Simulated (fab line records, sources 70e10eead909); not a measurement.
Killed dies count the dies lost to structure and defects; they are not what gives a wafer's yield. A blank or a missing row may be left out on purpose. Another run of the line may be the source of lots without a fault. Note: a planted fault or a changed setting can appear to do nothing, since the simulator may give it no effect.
Matching of chambers | flow nand harc | NHARC_A_WL_FILL_ALD_10 on ald hk-04 has 4 sister chambers
The step deposits SiO2, target thk 50 nm, pulse time 10 s, ald cycles 500. 18 wafers are shown with their chamber, then 9 later ones without.

## WAFERS PAIRED WITH THEIR CHAMBERS
wafer  | chamber | heater power w (W) | precursor pulse height rel
L077.4 | 2       | 461                | 0.998
L077.1 | 1       | 567                | 1.009
L077.5 | 3       | 458                | 0.995
L079.2 | 3       | 469                | 1.025
L079.3 | 2       | 449                | 1.001
L079.5 | 1       | 541                | 1.021
L082.1 | 3       | 454                | 1.001
L082.4 | 0       | 387                | 0.984
L082.6 | 0       | 393                | 0.969
L084.1 | 2       | 454                | 1.008
L084.4 | 0       | 407                | 1.032
L084.5 | 2       | 462                | 0.999
L086.2 | 0       | 401                | 1.018
L086.4 | 2       | 450                | 1.003
L086.5 | 3       | 458                | 1.026
L088.3 | 0       | 405                | 0.997
L088.4 | 1       | 561                | 1.007
L088.6 | 1       | 551                | 1.057

SIGNATURES (means of the wafers above)
reading                    | chamber 0 | chamber 1 | chamber 2 | chamber 3 | scatter within a chamber
heater power w             | 398.60    | 555.00    | 455.20    | 459.75    | 8.22
precursor pulse height rel | 1.00000   | 1.02350   | 1.00180   | 1.01175   | 0.0189
Rule: for each reading, subtract the chamber's mean from the wafer's reading, divide by that reading's scatter and square the result; add these up over the readings and take the root, which gives the wafer's distance from the chamber. The wafer belongs to the nearest chamber; if the next one is less than 2 further off, it can't be placed. The scatter is the square root of a quotient: the sum, over the shown wafers, of each reading's squared deviation from its chamber's mean, divided by wafers minus chambers.

## WAFERS WHOSE CHAMBER IS MISSING
wafer  | heater power w (W) | precursor pulse height rel
L091.1 | 407                | 0.998
L091.3 | 489                | 1.014
L091.4 | 457                | 1.011
L095.4 | 466                | 0.990
L095.1 | 559                | 0.993
L095.5 | 468                | 0.991
L093.1 | 545                | 0.964
L093.5 | 473                | 1.061
L093.6 | 544                | 1.006

## THE CHAMBER EACH PASSED THROUGH
wafer  | from the rows above     | in truth
L091.1 | 0                       | 0
L091.3 | can't be placed: 3 or 2 | 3
L091.4 | can't be placed: 3 or 2 | 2
L095.4 | can't be placed: 3 or 2 | 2
L095.1 | 1                       | 1
L095.5 | can't be placed: 3 or 2 | 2
L093.1 | 1                       | 1
L093.5 | can't be placed: 3 or 2 | 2
L093.6 | 1                       | 1
Placed correctly: 4 of 9. From these rows, 5 cannot be placed; in 5 the true chamber is one of the candidates. 0 placed wrongly.
